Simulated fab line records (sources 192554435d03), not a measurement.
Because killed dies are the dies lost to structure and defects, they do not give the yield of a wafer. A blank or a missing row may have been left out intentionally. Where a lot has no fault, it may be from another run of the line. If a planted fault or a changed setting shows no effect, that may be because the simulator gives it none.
fab line records	flow n5_finfet
[record] lots = 7	wafers = 39
route steps=1938 shown FIN_SAQP@102 SD_EPI_N@278 HKMG_FIN@386 BEOL_M0_SAQP@636 BEOL_M4@1059 BEOL_M6@1197
start_h: the number of hours between the record's first day and the start of the first shown wafer of the lot	wait_h: how many hours have passed since the lot's step before this one	" the same as in the row above	L1.1+2: several wafers, shown together as one row	- no value present, or no start provided	* or withheld: withheld	< > ~ a bound
route shown NAME@n: names a module that has steps shown in the file, with the first one's number in the route	usual: mean and standard deviation over wafers with no fault	same: alike in all rows	chamber/n: place in a boat	sites: per-site readings	_std_site: how widely they spread, as a standard deviation	_edge_site: the outer-site mean with the inner-site mean subtracted	radius_mm: for every site, how far away it sits from the centre of the wafer	mask NAME#n: copy n	behind: the last tool/chamber to shape the wafer	hold: the reason the lot was held/the length of the hold in hours/how it ended	device: transistor that didn't switch, given as n, p or np	end of line: the route-end tests of the same wafers	a step given without rows: its recipe and nothing more	killed: the dies lost at the first sort to structure and to defects; this is not the yield of the wafer	map: a wafer's dies, marking killed ones x, the rest . and places with no die _
set.NAME: the run value of the setting; set.NAME@STEP: its run value at that earlier step	model.NAME: the simulator's own value behind a step, which no gauge read
one table per step and one row per wafer, for lots whose settings were changed on purpose
[[steps]]
[step N5_FIN_SAQP_HM_DEP_72]
[recipe] material = SiO2	target_thk_a = 120	temp_c = 400	precursor = SiH4/N2O	pressure_torr = 0.75	rf_w = 275	time_s = 7.2
lot.wafer	tool	chamber	start_h	wait_h	set.time_s	model.SiO2_of_FIN_SAQP_HM_DEP_72.thk_nm
L076.1	pecvd-03	1	33.56	0.0	7.2	11.4
L076.2	"	0	"	"	7.2	11.49
L076.3	"	2	"	"	9.94	16.25
L076.4	"	1	"	"	9.94	16.49
L076.5	"	0	"	"	7.2	11.75
L076.6	"	2	"	"	9.94	16.41
L077.1	pecvd-03	1	38.91	0.0	7.2	11.71
L077.2+4	"	2,0	"	"	7.2	11.75
L077.3	"	0	"	"	4.352	7.124
L077.5	"	1	"	"	4.352	6.977
L077.6	"	2	"	"	4.352	7.095
L083.1+3	pecvd-03	0,1	75.57	0.0	7.2	11.8
L083.5	"	0	"	"	7.2	11.83
L085.1	pecvd-04	0	88.08	0.0	7.2	12.04
L085.2	"	2	"	"	7.2	11.94
L085.3	"	1	"	"	9.643	16.06
L085.4	"	0	"	"	9.643	16.5
L085.5	"	1	"	"	7.2	12.1
L085.6	"	2	"	"	9.643	16.39
L086.1	pecvd-03	2	95.37	0.0	7.2	11.77
L086.2	"	0	"	"	7.2	11.42
L086.3	"	1	"	"	3.106	4.814
L086.4	"	1	"	"	7.2	11.84
L086.5	"	2	"	"	3.106	5.08
L086.6	"	0	"	"	3.106	4.907
L088.1	pecvd-04	1	105.16	0.0	7.2	11.65
L088.2	"	0	"	"	2.98	5.065
L088.3	"	2	"	"	7.2	11.9
L088.4	"	2	"	"	7.2	11.96
L088.5	"	0	"	"	2.98	4.839
L088.6	"	1	"	"	2.98	4.817
L097.1	pecvd-01	2	159.36	0.0	7.2	11.76
L097.2+4+6	"	0,2,0	"	"	7.2	11.92
L097.3	"	1	"	"	7.2	12.13
L097.5	"	1	"	"	7.2	12.19
[step N5_FIN_SAQP_COAT_49]
[recipe] resist = SOC	temp_c = 250	time_s = 60	spin_rpm = 1500	resist_thk_nm = 100
[step N5_FIN_SAQP_COAT_50]
[recipe] resist = SiARC	temp_c = 220	time_s = 60	spin_rpm = 1500	resist_thk_nm = 35
[step N5_FIN_SAQP_ETCH_52]
[recipe] chemistry = N2/H2	target = SOC	target_depth_a = 1000	overetch_a = 200	mask_material = SiARC	temp_c = 40	time_s = 150	ion_energy_ev = 200	pressure_mtorr = 30	source_w = 840	bias_w = 150	n2_flow_sccm = 200	h2_flow_sccm = 200	ends = end_point
[step N5_FIN_SAQP_STRIP_53]
[recipe] chemistry = N2/H2	temp_c = 40	n2_flow_sccm = 200	h2_flow_sccm = 200	rf_frequency_hz = 6e+07
[step N5_FIN_SAQP_HM_OPEN_73]
[recipe] chemistry = CHF3/O2	target = SiO2	stop_on = a-Si	target_depth_a = 120	over_etch_frac = 1.8	mask_material = SOC	time_s = 16.8	pressure_mtorr = 30	source_w = 650	bias_w = 170	Ar_flow_sccm = 200	CHF3_flow_sccm = 50	O2_flow_sccm = 5	ion_energy_ev = 200	ends = end_point
lot.wafer	tool	chamber	start_h	wait_h	set.time_s@FIN_SAQP_HM_DEP_72	model.etch.depth_nm
L076.1	rie_diel-03	0	34.30	0.0	7.2	11.4
L076.2	"	1	"	"	7.2	11.49
L076.3	"	2	"	"	9.94	16.25
L076.4	"	2	"	"	9.94	16.49
L076.5	"	1	"	"	7.2	11.75
L076.6	"	0	"	"	9.94	16.41
L077.1	rie_diel-06	3	39.53	0.0	7.2	11.71
L077.2+4	"	1,0	"	"	7.2	11.75
L077.3	"	2	"	"	4.352	7.124
L077.5	"	2	"	"	4.352	6.977
L077.6	"	3	"	"	4.352	7.095
L083.1+3	rie_diel-03	0,1	76.45	0.0	7.2	11.8
L083.5	"	2	"	"	7.2	11.83
L085.1	rie_diel-03	0	88.83	0.0	7.2	12.04
L085.2	"	1	"	"	7.2	11.94
L085.3	"	2	"	"	9.643	16.06
L085.4	"	3	"	"	9.643	16.5
L085.5	"	1	"	"	7.2	12.1
L085.6	"	2	"	"	9.643	16.39
L086.1	rie_diel-01	2	96.11	0.0	7.2	11.77
L086.2	"	3	"	"	7.2	11.42
L086.3	"	0	"	"	3.106	4.814
L086.4	"	0	"	"	7.2	11.84
L086.5	"	3	"	"	3.106	5.08
L086.6	"	2	"	"	3.106	4.907
L088.1	rie_diel-06	1	105.78	0.0	7.2	11.65
L088.2	"	2	"	"	2.98	5.065
L088.3	"	0	"	"	7.2	11.9
L088.4	"	2	"	"	7.2	11.96
L088.5	"	1	"	"	2.98	4.839
L088.6	"	0	"	"	2.98	4.817
L097.1	rie_diel-06	0	159.98	0.0	7.2	11.76
L097.2+4+6	"	3,2,2	"	"	7.2	11.92
L097.3	"	1	"	"	7.2	12.13
L097.5	"	3	"	"	7.2	12.19
[step N5_SD_EPI_N_ETCH_45]
[recipe] chemistry = CH3F/O2	target = SiOCN	target_depth_a = 60	mask_material = SOC	ion_energy_ev = 60	bias_w = 29	pressure_mtorr = 15	source_w = 410	Ar_flow_sccm = 150	CH3F_flow_sccm = 30	O2_flow_sccm = 20
lot.wafer	tool	chamber	start_h	wait_h	set.target_depth_a	model.etch.depth_nm
L076.1	rie_diel-01	0	62.00	0.1	60	5.788
L076.2	"	3	"	"	83	8.254
L076.3	"	2	"	"	83	8.132
L076.4	"	1	"	"	83	8.239
L076.5	"	3	"	"	60	6.009
L076.6	"	2	"	"	60	5.819
L077.1	rie_diel-06	0	66.60	0.1	60	6.022
L077.2	"	1	"	"	60	6.079
L077.3	"	2	"	"	60	6.018
L077.4	"	3	"	"	60	5.842
L077.5	"	1	"	"	60	6.086
L077.6	"	2	"	"	60	5.975
L083.1	rie_diel-06	2	105.02	0.1	60	5.953
L083.3	"	1	"	"	60	6.069
L083.5	"	0	"	"	60	5.963
L085.1	rie_diel-03	2	118.52	0.1	25.31	2.479
L085.2+6	"	3	"	"	60	5.872
L085.3	"	1	"	"	25.31	2.484
L085.4	"	1	"	"	60	5.863
L085.5	"	2	"	"	25.31	2.483
L086.1	rie_diel-01	0	129.03	0.1	60	5.872
L086.2	"	1	"	"	60	5.956
L086.3	"	2	"	"	42.48	4.103
L086.4	"	3	"	"	42.48	4.231
L086.5	"	3	"	"	60	6.047
L086.6	"	0	"	"	42.48	4.175
L088.1	rie_diel-01	3	136.08	0.1	92.96	9.354
L088.2	"	0	"	"	92.96	9.2
L088.3	"	2	"	"	60	5.814
L088.4	"	1	"	"	60	5.961
L088.5	"	0	"	"	60	5.936
L088.6	"	3	"	"	92.96	9.27
L097.1	rie_diel-03	3	192.56	0.1	87.43	8.388
L097.2	"	2	"	"	60	5.979
L097.3	"	0	"	"	87.43	8.691
L097.4	"	0	"	"	60	5.922
L097.5	"	3	"	"	87.43	8.378
L097.6	"	2	"	"	60	5.975
[step N5_HKMG_FIN_HK_ALD_01]
[recipe] material = HfO2	target_thk_a = 16	temp_c = withheld	ald_precursor_family = HfCl4	ald_co_reactant = H2O	pulse_time_s = 3	purge_time_s = 3	co_reactant_purge_time_s = 2.5	co_reactant_pulse_time_s = 0.3	ald_cycles = 30
lot.wafer	tool	chamber	start_h	wait_h	set.ald_cycles	model.HfO2_of_HKMG_FIN_HK_ALD_01.thk_nm
L076.1+2+3+4+5+6	ald_hk-01	0,1,3,2,3,2	84.80	0.0	30	1.6
L077.1+3+6	ald_hk-02	1,2,0	90.04	0.0	30	1.6
L077.2+4+5	"	3,0,1	"	"	35	1.8
L083.1+3+5	ald_hk-01	0,3,0	129.19	0.1	30	1.6
L085.1+4+6	ald_hk-02	0,2,0	140.44	0.1	38	2
L085.2+3+5	"	3,1,1	"	"	30	1.6
L086.1+2+3+4+5+6	ald_hk-03	2,1,3,0,0,1	149.30	0.0	30	1.6
L088.1+2+4	ald_hk-01	3,2,0	157.94	0.0	25	1.4
L088.3+5+6	"	1,2,3	"	"	30	1.6
L097.1+2+3	ald_hk-02	3,2,1	213.79	0.0	24	1.2
L097.4+5+6	"	0,0,3	"	"	30	1.6
[step N5_HKMG_FIN_HK_ANNEAL_02]
[recipe] temp_c = 700	time_s = 30	ambient = N2	idle_temp_c = 600	ramp_up_c_per_s = 150	ramp_down_c_per_s = 60	cool_to_c = 600
[step N5_HKMG_FIN_ALD_74]
[recipe] material = La2O3	target_thk_a = 5	temp_c = 250	ald_precursor_family = La-Cp	ald_co_reactant = O3	pulse_time_s = 6	co_reactant_pulse_time_s = 1	purge_time_s = 3	co_reactant_purge_time_s = 3
[step N5_HKMG_FIN_WET_ETCH_82]
[recipe] chemistry = dHCl	mix = 1:10000	temp_c = 25	target = La2O3	stop_on = HfO2	target_depth_nm = 2	dry = ipa_marangoni	rinse_time_s = 30	rinse_temp_c = 23
[step N5_HKMG_FIN_ALD_36]
[recipe] material = TiN	target_thk_a = 10	temp_c = 400	ald_precursor_family = TiCl4	ald_co_reactant = NH3	pulse_time_s = 1	purge_time_s = 3	co_reactant_purge_time_s = 2	co_reactant_pulse_time_s = 2	ald_cycles = 47	pressure_torr = 3
[step N5_HKMG_FIN_THK_MEAS_70]
[recipe] thk_meas_gauge = xrf	reads = HfO2_of_HKMG_FIN_HK_ALD_01
[usual] HK_THK = 1.613/0.022
lot.wafer	tool	chamber	start_h	wait_h	set.ald_cycles@HKMG_FIN_HK_ALD_01	HK_THK[nm]
L076.1	film_metro-02	-	88.30	0.2	30	1.621
L076.2	"	-	"	"	30	1.600
L076.3	"	-	"	"	30	1.586
L076.4	"	-	"	"	30	1.596
L076.5	"	-	"	"	30	1.623
L076.6	"	-	"	"	30	1.572
L077.1	film_metro-02	-	93.48	0.2	30	1.591
L077.2	"	-	"	"	35	1.865
L077.3	"	-	"	"	30	1.626
L077.4	"	-	"	"	35	1.916
L077.5	"	-	"	"	35	1.847
L077.6	"	-	"	"	30	1.604
L083.1	film_metro-01	-	133.20	0.2	30	1.623
L083.3	"	-	"	"	30	1.616
L083.5	"	-	"	"	30	1.620
L085.1	film_metro-01	-	144.38	0.2	38	2.048
L085.2	"	-	"	"	30	1.610
L085.3	"	-	"	"	30	1.616
L085.4	"	-	"	"	38	2.040
L085.5	"	-	"	"	30	1.612
L085.6	"	-	"	"	38	2.051
L086.1	film_metro-02	-	153.15	0.2	30	1.603
L086.2	"	-	"	"	30	1.591
L086.3	"	-	"	"	30	1.604
L086.4	"	-	"	"	30	1.613
L086.5	"	-	"	"	30	1.596
L086.6	"	-	"	"	30	1.623
L088.1	film_metro-02	-	162.09	0.2	25	1.321
L088.2	"	-	"	"	25	1.304
L088.3	"	-	"	"	30	1.639
L088.4	"	-	"	"	25	1.376
L088.5	"	-	"	"	30	1.618
L088.6	"	-	"	"	30	1.606
L097.1	film_metro-01	-	217.26	0.2	24	1.263
L097.2	"	-	"	"	24	1.287
L097.3	"	-	"	"	24	1.267
L097.4	"	-	"	"	30	1.615
L097.5	"	-	"	"	30	1.592
L097.6	"	-	"	"	30	1.589
[step N5_BEOL_M0_SAQP_PECVD_96]
[recipe] material = a-Si	target_thk_a = 450	temp_c = 350	precursor = SiH4/He	pressure_torr = 3	rf_w = 100	time_s = 45.2
lot.wafer	tool	chamber	start_h	wait_h	set.time_s	model.a-Si_of_BEOL_M0_SAQP_PECVD_96.thk_nm
L076.1+4	pecvd-04	2,1	126.24	0.0	45.2	45.2
L076.2	"	0	"	"	45.2	45
L076.3+6	"	1,2	"	"	45.2	45.6
L076.5	"	0	"	"	45.2	45.4
L077.1	pecvd-04	1	133.15	0.0	45.2	44.6
L077.2	"	2	"	"	37.63	36.8
L077.3+5	"	0,2	"	"	37.63	37.2
L077.4	"	0	"	"	45.2	44.4
L077.6	"	1	"	"	45.2	44.8
L083.1	pecvd-01	1	165.10	0.0	45.2	44.8
L083.3	"	0	"	"	45.2	44.2
L083.5	"	2	"	"	45.2	46.2
L085.1	pecvd-02	2	179.75	0.0	45.2	43.8
L085.2	"	0	"	"	45.2	45.2
L085.3	"	1	"	"	45.2	44.4
L085.4+6	"	0,1	"	"	45.2	44.8
L085.5	"	2	"	"	45.2	45
L086.1	pecvd-01	2	189.56	0.0	45.2	45
L086.2	"	1	"	"	45.2	44.2
L086.3	"	0	"	"	45.2	44
L086.4+5	"	2,1	"	"	45.2	45.8
L086.6	"	0	"	"	45.2	44.8
L088.1	pecvd-04	0	198.66	0.0	45.2	44.8
L088.2	"	1	"	"	66.47	65.6
L088.3	"	2	"	"	66.47	65.4
L088.4	"	1	"	"	45.2	45.4
L088.5	"	0	"	"	66.47	66.6
L088.6	"	2	"	"	45.2	45
L097.1	pecvd-02	0	248.35	0.0	45.2	45.4
L097.2	"	2	"	"	28.94	29.2
L097.3	"	1	"	"	28.94	29
L097.4+5	"	2,1	"	"	45.2	46
L097.6	"	0	"	"	28.94	30
[step N5_BEOL_M0_SAQP_PECVD_97]
[recipe] material = SiNx	target_thk_a = 230	temp_c = 350	precursor = SiH4/NH3/N2	pressure_torr = 1.5	rf_w = 300	time_s = 19.9
[step N5_BEOL_M0_SAQP_PECVD_04]
[recipe] material = a-Si	target_thk_a = 600	temp_c = 350	precursor = SiH4/He	pressure_torr = 3	rf_w = 100	time_s = 60.2
[step N5_BEOL_M0_SAQP_ETCH_101]
[recipe] chemistry = CH3F/O2	target = SiNx	mask_material = SiO2	target_depth_a = 299	time_s = 42.7	pressure_mtorr = 30	source_w = 395	bias_w = 73	Ar_flow_sccm = 150	CH3F_flow_sccm = 30	O2_flow_sccm = 20	ion_energy_ev = 120
[step N5_BEOL_M0_SAQP_ETCH_102]
[recipe] chemistry = CF4	target = SiO2	target_depth_a = 40	ion_energy_ev = 350	time_s = 4.4	pressure_mtorr = 10	icp_w = 800	bias_w = 400	cf4_flow_sccm = 80
[step N5_BEOL_M0_SAQP_MANDREL_ETCH_103]
[recipe] chemistry = HBr/Cl2	target = a-Si	target_depth_a = 450	bt_time_s = 10	stop_on = SiCN	mask_material = SiO2	over_etch_frac = 0.8	time_s = 27	pressure_mtorr = 10	icp_w = 800	bias_w = 75	HBr_flow_sccm = 150	Cl2_flow_sccm = 80	ends = end_point
[usual] oes_product_au = 0.679/0.011
lot.wafer	tool	chamber	start_h	wait_h	set.time_s@BEOL_M0_SAQP_PECVD_96	oes_product_au	model.etch.depth_nm
L076.1	rie_si-04	1	130.09	0.0	45.2	0.694	45.15
L076.2	"	3	"	"	45.2	0.676	44.91
L076.3	"	0	"	"	45.2	0.676	45.54
L076.4	"	2	"	"	45.2	0.672	45.3
L076.5	"	3	"	"	45.2	0.675	45.41
L076.6	"	0	"	"	45.2	0.690	45.64
L077.1	rie_si-05	0	135.71	0.0	45.2	0.661	44.64
L077.2	"	3	"	"	37.63	0.616	36.78
L077.3	"	2	"	"	37.63	0.618	37.2
L077.4	"	1	"	"	45.2	0.654	44.36
L077.5	"	3	"	"	37.63	0.624	37.29
L077.6	"	0	"	"	45.2	0.664	44.86
L083.1	rie_si-04	1	167.49	0.0	45.2	0.692	44.75
L083.3	"	2	"	"	45.2	0.670	44.23
L083.5	"	3	"	"	45.2	0.690	46.14
L085.1	rie_si-02	2	182.91	0.0	45.2	0.664	43.8
L085.2	"	1	"	"	45.2	0.686	45.23
L085.3	"	3	"	"	45.2	0.665	44.37
L085.4	"	0	"	"	45.2	0.685	44.89
L085.5	"	0	"	"	45.2	0.683	44.92
L085.6	"	1	"	"	45.2	0.680	44.74
L086.1	rie_si-04	2	192.50	0.0	45.2	0.679	45.07
L086.2	"	1	"	"	45.2	0.686	44.28
L086.3	"	3	"	"	45.2	0.674	43.91
L086.4	"	1	"	"	45.2	0.702	45.73
L086.5	"	2	"	"	45.2	0.675	45.74
L086.6	"	3	"	"	45.2	0.680	44.81
L088.1	rie_si-05	0	201.15	0.0	45.2	0.671	44.76
L088.2	"	2	"	"	66.47	0.860	65.6
L088.3	"	1	"	"	66.47	0.836	65.45
L088.4	"	3	"	"	45.2	0.694	45.41
L088.5	"	0	"	"	66.47	0.855	66.62
L088.6	"	1	"	"	45.2	0.663	44.91
L097.1	rie_si-02	1	251.03	0.0	45.2	0.685	45.4
L097.2	"	2	"	"	28.94	0.541	29.22
L097.3	"	0	"	"	28.94	0.535	28.99
L097.4	"	2	"	"	45.2	0.687	45.91
L097.5	"	1	"	"	45.2	0.681	45.9
L097.6	"	0	"	"	28.94	0.560	30.08
[step N5_BEOL_M4_DESCUM_33]
[recipe] chemistry = O2	time_s = 7	source_power_w = 50	bias_power_w = 20	pressure_mtorr = 20	rf_frequency_hz = 2.712e+07	temp_c = 40	resist = CAR-EUV	o2_flow_sccm = 225
lot.wafer	tool	chamber	start_h	wait_h	set.time_s	model.CAR-EUV_of_BEOL_M4_COAT_22.thk_nm
L076.1+4	rie_diel-06	3,0	175.63	0.0	7	26.2
L076.2+3+6	"	0,1,3	"	"	2.879	28.2
L076.5	"	1	"	"	7	26
L077.1+3+4+6	rie_diel-03	3,2,3,2	186.33	0.0	7	26
L077.2+5	"	0	"	"	7	26.2
L083.1+3	rie_diel-06	1,3	217.70	0.4	7	26
L083.5	"	3	"	"	7	26.2
L085.1	rie_diel-03	3	244.73	0.0	7	26.2
L085.2	"	2	"	"	8.91	25.2
L085.3+4	"	0,1	"	"	8.91	25
L085.5+6	"	2,1	"	"	7	26
L088.1+2	rie_diel-03	2,3	245.32	0.0	7	26
L088.3	"	1	"	"	7	26.2
L088.4+5+6	"	0,0,3	"	"	3.918	27.6
L086.1+3+5	rie_diel-06	0,2,3	252.33	0.1	10.84	24.2
L086.2+4+6	"	1,3,2	"	"	7	26
L097.1+6	rie_diel-03	1,0	318.17	0.0	7	25.8
L097.2+3+4+5	"	3,2,0,1	"	"	7	26
[step N5_BEOL_M4_ETCH_77]
[recipe] chemistry = N2/H2	target = underlayer	target_depth_a = 65	mask_material = CAR-EUV	time_s = 5.2	ion_energy_ev = 200	pressure_mtorr = 30	source_w = 840	bias_w = 150	n2_flow_sccm = 200	h2_flow_sccm = 200	ends = cleared
lot.wafer	tool	chamber	start_h	wait_h	set.time_s@BEOL_M4_DESCUM_33	model.CAR-EUV_of_BEOL_M4_COAT_22.thk_nm
L076.1+5	rie_diel-06	3,1	175.67	0.0	7	20.4
L076.2+3+6	"	0,1,3	"	"	2.879	22.4
L076.4	"	0	"	"	7	20.6
L077.1+2+3+4+5+6	rie_diel-03	3,0,2,3,0,2	186.37	0.0	7	20.4
L083.1+3	rie_diel-06	1,3	217.73	0.0	7	20.2
L083.5	"	3	"	"	7	20.4
L085.1+5	rie_diel-03	3,2	244.77	0.0	7	20.4
L085.2+3+4	"	2,0,1	"	"	8.91	19.4
L085.6	"	1	"	"	7	20.2
L088.1+2+3	rie_diel-03	2,3,1	245.36	0.0	7	20.4
L088.4+5	"	0	"	"	3.918	22
L088.6	"	3	"	"	3.918	21.8
L086.1+3	rie_diel-06	0,2	252.36	0.0	10.84	18.6
L086.2+4	"	1,3	"	"	7	20.2
L086.5	"	3	"	"	10.84	18.4
L086.6	"	2	"	"	7	20.4
L097.1+2+5+6	rie_diel-03	1,3,1,0	318.20	0.0	7	20.2
L097.3+4	"	2,0	"	"	7	20.4
[step N5_BEOL_M4_ETCH_69]
[recipe] chemistry = CF4	target = SiARC	target_depth_a = 156	mask_material = CAR-EUV	time_s = 26	ion_energy_ev = 80	pressure_mtorr = 40	source_w = 545	bias_w = 36	Ar_flow_sccm = 100	cf4_flow_sccm = 100	ends = cleared
lot.wafer	tool	chamber	start_h	wait_h	set.time_s@BEOL_M4_DESCUM_33	model.CAR-EUV_of_BEOL_M4_COAT_22.thk_nm
L076.1+4	rie_diel-06	3,0	175.68	0.0	7	11.2
L076.2+3+6	"	0,1,3	"	"	2.879	13.2
L076.5	"	1	"	"	7	11
L077.1+2+3+5+6	rie_diel-03	3,0,2,0,2	186.38	0.0	7	11.2
L077.4	"	3	"	"	7	11
L083.1+3+5	rie_diel-06	1,3,3	217.75	0.0	7	11.2
L085.1	rie_diel-03	3	244.78	0.0	7	11.2
L085.2+3+4	"	2,0,1	"	"	8.91	10.2
L085.5+6	"	2,1	"	"	7	11
L088.1+3	rie_diel-03	2,1	245.38	0.0	7	11.2
L088.2	"	3	"	"	7	11
L088.4+5	"	0	"	"	3.918	12.8
L088.6	"	3	"	"	3.918	12.6
L086.1+3+5	rie_diel-06	0,2,3	252.38	0.0	10.84	9.2
L086.2+4	"	1,3	"	"	7	11
L086.6	"	2	"	"	7	11.2
L097.1+2+5+6	rie_diel-03	1,3,1,0	318.22	0.0	7	11
L097.3+4	"	2,0	"	"	7	11.2
[step N5_BEOL_M6_PECVD_70]
[recipe] material = SiO2	target_thk_a = 200	temp_c = 400	precursor = TEOS/O2	pressure_torr = 5.5	rf_w = 450	teos_flow_sccm = 53.8	gas = O2	flow_sccm = 3000	time_s = 22.7
lot.wafer	tool	chamber	start_h	wait_h	set.time_s	model.SiO2_of_BEOL_M6_PECVD_70.thk_nm
L076.1	pecvd-03	0	220.90	0.0	12.27	10.8
L076.2	"	1	"	"	12.27	11
L076.3	"	2	"	"	22.7	19.8
L076.4	"	1	"	"	12.27	10.6
L076.5	"	2	"	"	22.7	20
L076.6	"	0	"	"	22.7	20.4
L077.1+2	pecvd-01	0,1	226.67	0.0	14.56	13
L077.3	"	2	"	"	14.56	12.4
L077.4	"	0	"	"	22.7	20.2
L077.5	"	1	"	"	22.7	20
L077.6	"	2	"	"	22.7	19.6
L083.1	pecvd-04	1	238.50	0.0	22.7	20
L083.3	"	0	"	"	22.7	19.8
L083.5	"	1	"	"	22.7	20.2
L088.1+6	pecvd-03	0	272.74	0.0	13.95	12.6
L088.2	"	1	"	"	13.95	12.4
L088.3	"	2	"	"	22.7	20
L088.4	"	1	"	"	22.7	20.4
L088.5	"	2	"	"	22.7	20.2
L085.1+3+5+6	pecvd-01	1,0,2,0	275.65	0.0	22.7	20.2
L085.2	"	2	"	"	22.7	19.8
L085.4	"	1	"	"	22.7	20.4
L086.1+2	pecvd-03	1,2	286.68	0.0	22.7	19.6
L086.3+4+5	"	0,2,1	"	"	22.7	20.2
L086.6	"	0	"	"	22.7	20.4
L097.1	pecvd-04	1	348.40	0.0	22.7	19.6
L097.2+4	"	2,0	"	"	22.7	19.8
L097.3+6	"	0,2	"	"	22.7	20
L097.5	"	1	"	"	22.7	20.2
[[key]]
[split] step = N5_FIN_SAQP_HM_DEP_72	setting = time_s	stated = 7.2	by = wafer
[response] step = N5_FIN_SAQP_HM_DEP_72	reading = model.SiO2_of_FIN_SAQP_HM_DEP_72.thk_nm	change = +0.12	per = 1%	r = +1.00
[response] step = N5_FIN_SAQP_HM_OPEN_73	reading = model.etch.depth_nm	change = +0.12	per = 1%	r = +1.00
[split] step = N5_SD_EPI_N_ETCH_45	setting = target_depth_a	stated = 60	by = wafer
[response] step = N5_SD_EPI_N_ETCH_45	reading = model.etch.depth_nm	change = +0.0593	per = 1%	r = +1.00
[split] step = N5_HKMG_FIN_HK_ALD_01	setting = ald_cycles	stated = 30	by = wafer
[response] step = N5_HKMG_FIN_HK_ALD_01	reading = model.HfO2_of_HKMG_FIN_HK_ALD_01.thk_nm	change = +0.0152	per = 1%	r = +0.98
[response] step = N5_HKMG_FIN_THK_MEAS_70	reading = HK_THK	change = +0.0164	per = 1%	r = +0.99
[split] step = N5_BEOL_M0_SAQP_PECVD_96	setting = time_s	stated = 45.2	by = wafer
[response] step = N5_BEOL_M0_SAQP_PECVD_96	reading = model.a-Si_of_BEOL_M0_SAQP_PECVD_96.thk_nm	change = +0.447	per = 1%	r = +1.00
[response] step = N5_BEOL_M0_SAQP_MANDREL_ETCH_103	reading = oes_product_au	change = +0.00366	per = 1%	r = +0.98
[response] step = N5_BEOL_M0_SAQP_MANDREL_ETCH_103	reading = model.etch.depth_nm	change = +0.447	per = 1%	r = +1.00
[split] step = N5_BEOL_M4_DESCUM_33	setting = time_s	stated = 7	by = wafer
[response] step = N5_BEOL_M4_DESCUM_33	reading = model.CAR-EUV_of_BEOL_M4_COAT_22.thk_nm	change = -0.0344	per = 1%	r = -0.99
[response] step = N5_BEOL_M4_ETCH_77	reading = model.CAR-EUV_of_BEOL_M4_COAT_22.thk_nm	change = -0.033	per = 1%	r = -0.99
[response] step = N5_BEOL_M4_ETCH_69	reading = model.CAR-EUV_of_BEOL_M4_COAT_22.thk_nm	change = -0.0347	per = 1%	r = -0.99
[split] step = N5_BEOL_M6_PECVD_70	setting = time_s	stated = 22.7	by = wafer
[response] step = N5_BEOL_M6_PECVD_70	reading = model.SiO2_of_BEOL_M6_PECVD_70.thk_nm	change = +0.2	per = 1%	r = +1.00
